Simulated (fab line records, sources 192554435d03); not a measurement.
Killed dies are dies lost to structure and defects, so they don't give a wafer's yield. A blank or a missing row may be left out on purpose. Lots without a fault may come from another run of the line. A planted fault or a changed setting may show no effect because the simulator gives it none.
A struck lot beside a sound one | flow n5_finfet | 38 steps out of a route of 1938
Sound: wafers L618.3, L618.4, L618.6. Struck: wafer L634.6. (L634.1 of the same lot was not struck and is left out.) The cause comes at the end.
At each step with rows: each side's tool, then ch and its chambers, then its first start. Under that, the readings that differ: sound wafers | struck wafers | difference of the means | sigmas: that difference in standard deviations of wafers without a fault.
alike: readings whose means differ by less than 2 such deviations, and words and numbers that are the same on both sides. not compared: withheld readings, readings that some wafer has no value for, bounds like >300 that may hide the same value, and numbers for which the record gives no deviation and whose values overlap.
The two part at a step that has a row with sigmas, a row that says differs or no value, or rows on one side only. Numbers that don't overlap but have no deviation are shown without sigmas and don't part them. A reading that every wafer of one side lacks parts them only if that side has two wafers or more.

first, 9 steps without rows for these wafers: N5_BEOL_M1_ANNEAL_95 (time 240 s); N5_BEOL_M1_SPUTTER_96 (material Cu, target thk 4.5 nm, time 8.29 s); N5_BEOL_M1_ECD_50 (material Cu, target thk 300 nm); N5_BEOL_M1_ANNEAL_51 (time 90 s); N5_BEOL_M1_CMP_52 (polishes, stops on SiOC, t overpolish 6.8 s, target thk 40 nm); N5_BEOL_M1_PRE_CLEAN_60 (time 15 s); N5_BEOL_M1_CO_CAP_55 (material Co, precursor CCTBA/H2, target thk 2 nm, time 102.1 s); N5_BEOL_M1_PRE_CLEAN_56 (time 15 s); N5_BEOL_M1_DEP_57 (deposits SiCN from 3MS/NH3, target thk 8 nm, time 14 s).
N5_BEOL_M2_ILD_DEP_00: deposits SiOC from DEMS/O2, target thk 79 nm, time 15.3 s.
  sound on pecvd-03 ch 0,1, day 7 23:08; struck on pecvd-03 ch 2, day 11 18:12
  reading                                      | sound          | struck | difference | sigmas
  model.SiOC_of_BEOL_M2_ILD_DEP_00.thk_nm (nm) | 79.2 80.6 79.2 | 83.6   | +3.9       |
  alike: heater_power_w, showerhead_plenum_p_Torr, throttle_valve_pct
N5_BEOL_M2_THK_MEAS_01:
  sound on film_metro-02, day 7 23:13; struck on film_metro-01, day 11 18:16
  reading         | sound          | struck | difference | sigmas
  M2_ILD_THK (nm) | 79.1 80.6 79.2 | 83.5   | +3.9       | +4
then, 24 steps without rows for these wafers: N5_BEOL_M2_PECVD_72 (deposits SiO2 from TEOS/O2, target thk 16 nm, time 18 s); N5_BEOL_M2_HM_DEP_02 (deposits TiN, target thk 20 nm); N5_BEOL_M2_COAT_61 (time 60 s, resist thk 60 nm); N5_BEOL_M2_COAT_62 (time 60 s, resist thk 12 nm); N5_BEOL_M2_COAT_73 (time 60 s, resist thk 5 nm); N5_BEOL_M2_COAT_05 (resist thk 30 nm); N5_BEOL_M2_EBR_07; N5_BEOL_M2_SOFTBAKE_06 (time 60 s); N5_BEOL_M2_EXPOSE_08 (exposes mask M2); N5_BEOL_M2_PEB_09 (peb time 60 s); N5_BEOL_M2_DEVELOP_10 (develop time 30 s); N5_BEOL_M2_DESCUM_16 (chemistry O2, time 7 s); N5_BEOL_M2_ETCH_74 (etches underlayer in N2/H2, target depth 6.5 nm, time 5.2 s); N5_BEOL_M2_ETCH_63 (etches SiARC in CF4, target depth 15.6 nm, time 26 s); N5_BEOL_M2_ETCH_64 (etches SOC in N2/H2, target depth 75 nm, overetch 22.5 nm, time 121.9 s); N5_BEOL_M2_STRIP_65 (strips in N2/H2); N5_BEOL_M2_STRIP_75 (strips in N2/H2); N5_BEOL_M2_STRIP_66 (strips in CF4); N5_BEOL_M2_HM_OPEN_17 (chemistry Cl2/BCl3, target TiN, target depth 20 nm, overetch 6 nm); N5_BEOL_M2_STRIP_19 (strips in O2); N5_BEOL_M2_COAT_67 (time 60 s, resist thk 60 nm); N5_BEOL_M2_COAT_68 (time 60 s, resist thk 12 nm); N5_BEOL_M2_COAT_76 (time 60 s, resist thk 5 nm); N5_BEOL_M2_COAT_22 (resist thk 30 nm).
N5_BEOL_M2_CMP_52: polishes, stops on SiOC, t overpolish 6.8 s, target thk 40 nm.
  sound on cmp-03 ch 0,2,3, day 8 14:56; struck on cmp-03 ch 3, day 12 07:05
  reading                                      | sound          | struck | difference | sigmas
  model.SiOC_of_BEOL_M2_ILD_DEP_00.thk_nm (nm) | 76.2 77.6 76.2 | 80.6   | +3.9       |
  alike: barrier_field_endpoint_s, motor_current_A, overpolish_run_s, slurry_filter_dp_kPa, time_to_endpoint_s
N5_BEOL_M4_RC_MEAS_101:
  sound on prober-02 ch 0, day 9 17:01; struck on prober-01 ch 0, day 13 10:44
  reading       | sound          | struck | difference | sigmas
  SS_P (mV/dec) | 73.0 72.3 73.1 | 74.1   | +1.3       | +2
  alike: DIBL_N, DIBL_P, IOFF_N, IOFF_P, ION_N, ION_P, SS_N, VT_N, VT_P
-- the record jumps here: 5 days lie between the struck wafers' starts before and after (it left off in module BEOL_M4 and takes up again in module PASSIVATION, whose first step shown is number 1936 of the route) --
N5_PASSIVATION_PROBE_49:
  the record has rows for the struck wafers here (prober-02, day 18 01:46) and none for the sound ones

WHERE THEY PART
First at N5_BEOL_M2_THK_MEAS_01; last, within this record, at N5_PASSIVATION_PROBE_49.

WHY: what the simulator had put in
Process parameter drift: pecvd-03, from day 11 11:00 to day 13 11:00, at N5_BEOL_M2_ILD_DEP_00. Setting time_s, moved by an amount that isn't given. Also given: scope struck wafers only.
